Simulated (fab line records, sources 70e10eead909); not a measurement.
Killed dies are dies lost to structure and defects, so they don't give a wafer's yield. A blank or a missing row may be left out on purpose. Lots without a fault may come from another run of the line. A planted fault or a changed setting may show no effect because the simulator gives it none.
Chamber matching | flow nand_harc | NHARC_A_M1_DESCUM_14 on rie_diel-08: 4 sister chambers
The step chemistry O2, time 3 s. 8 wafers are shown with their chamber, then 11 later ones without.

WAFERS WITH THEIR CHAMBER
wafer  | chamber | showerhead_plenum_p_Torr (Torr) | drypump_motor_current_A (A)
L082.4 | 2       | 2.07                            | 6.2
L085.1 | 1       | 2.00                            | 6.5
L085.5 | 0       | 2.05                            | 6.4
L085.6 | 3       | 1.94                            | 5.9
L086.1 | 3       | 1.95                            | 5.9
L086.2 | 2       | 2.06                            | 6.3
L086.3 | 0       | 2.05                            | 6.4
L086.4 | 1       | 2.00                            | 6.5

WAFERS WITHOUT THEIR CHAMBER
wafer  | showerhead_plenum_p_Torr (Torr) | drypump_motor_current_A (A)
L086.5 | 2.07                            | 6.3
L086.6 | 1.95                            | 5.9
L090.1 | 1.95                            | 5.9
L090.3 | 2.07                            | 6.3
L090.5 | 1.94                            | 5.9
L089.2 | 2.00                            | 6.5
L089.3 | 1.95                            | 5.9
L089.5 | 1.94                            | 5.9
L092.1 | 2.00                            | 6.5
L092.4 | 2.05                            | 6.4
L092.6 | 2.00                            | 6.5

WHICH CHAMBER EACH WENT THROUGH
wafer  | from the rows above | in truth
L086.5 | 2                   | 2
L086.6 | 3                   | 3
L090.1 | 3                   | 3
L090.3 | 2                   | 2
L090.5 | 3                   | 3
L089.2 | 1                   | 1
L089.3 | 3                   | 3
L089.5 | 3                   | 3
L092.1 | 1                   | 1
L092.4 | 0                   | 0
L092.6 | 1                   | 1
Placed correctly: 11 of 11. Can't be placed from these rows: 0. Placed wrongly: 0.
How it was worked out, from the rows above alone: a wafer's distance from a chamber is the root of the sum, over the readings, of the square of ((its reading less the chamber's mean) divided by the reading's scatter). The wafer belongs to the nearest chamber; if the next one is less than 2 further off, it can't be placed. A chamber's mean is the mean of its shown wafers. The scatter: the root of (the sum of the squares of (reading less its chamber's mean) over the shown wafers, divided by (wafers less chambers)).
